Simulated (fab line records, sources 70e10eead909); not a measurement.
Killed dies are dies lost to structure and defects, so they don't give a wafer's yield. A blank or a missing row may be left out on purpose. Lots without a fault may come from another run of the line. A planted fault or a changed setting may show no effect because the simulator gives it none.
Chamber matching | flow nand_harc | NHARC_A_STAIRCASE_ETCH_253 on rie_diel-08: 4 sister chambers
The step etches the open film in C4F8/O2, target depth 50 nm, time 20.2 s. 7 wafers are shown with their chamber, then 9 later ones without.

WAFERS WITH THEIR CHAMBER
wafer  | chamber | rf_vpp_V (V) | oes_product_au (a.u.)
L074.2 | 0       | 902          | 0.981
L083.2 | 1       | 898          | 0.978
L085.2 | 2       | 900          | 0.973
L085.6 | 3       | 886          | 0.960
L086.1 | 1       | 898          | 0.948
L086.2 | 3       | 887          | 0.995
L086.5 | 2       | 899          | 1.003

WAFERS WITHOUT THEIR CHAMBER
wafer  | rf_vpp_V (V) | oes_product_au (a.u.)
L084.2 | 901          | 0.922
L084.3 | 887          | 0.929
L084.6 | 899          | 0.902
L088.2 | 887          | 0.973
L088.3 | 900          | 0.990
L088.5 | 887          | 0.976
L090.2 | 887          | 0.964
L090.3 | 899          | 0.984
L090.5 | 899          | 0.966

WHICH CHAMBER EACH WENT THROUGH
wafer  | from the rows above     | in truth
L084.2 | can't be placed: 0 or 2 | 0
L084.3 | 3                       | 3
L084.6 | can't be placed: 1 or 2 | 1
L088.2 | 3                       | 3
L088.3 | 2                       | 2
L088.5 | 3                       | 3
L090.2 | 3                       | 3
L090.3 | can't be placed: 2 or 1 | 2
L090.5 | can't be placed: 2 or 1 | 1
Placed correctly: 5 of 9. Can't be placed from these rows: 4 (the true chamber is among the candidates in 4). Placed wrongly: 0.
How it was worked out, from the rows above alone: a wafer's distance from a chamber is the root of the sum, over the readings, of the square of ((its reading less the chamber's mean) divided by the reading's scatter). The wafer belongs to the nearest chamber; if the next one is less than 2 further off, it can't be placed. A chamber's mean is the mean of its shown wafers. The scatter: the root of (the sum of the squares of (reading less its chamber's mean) over the shown wafers, divided by (wafers less chambers)).
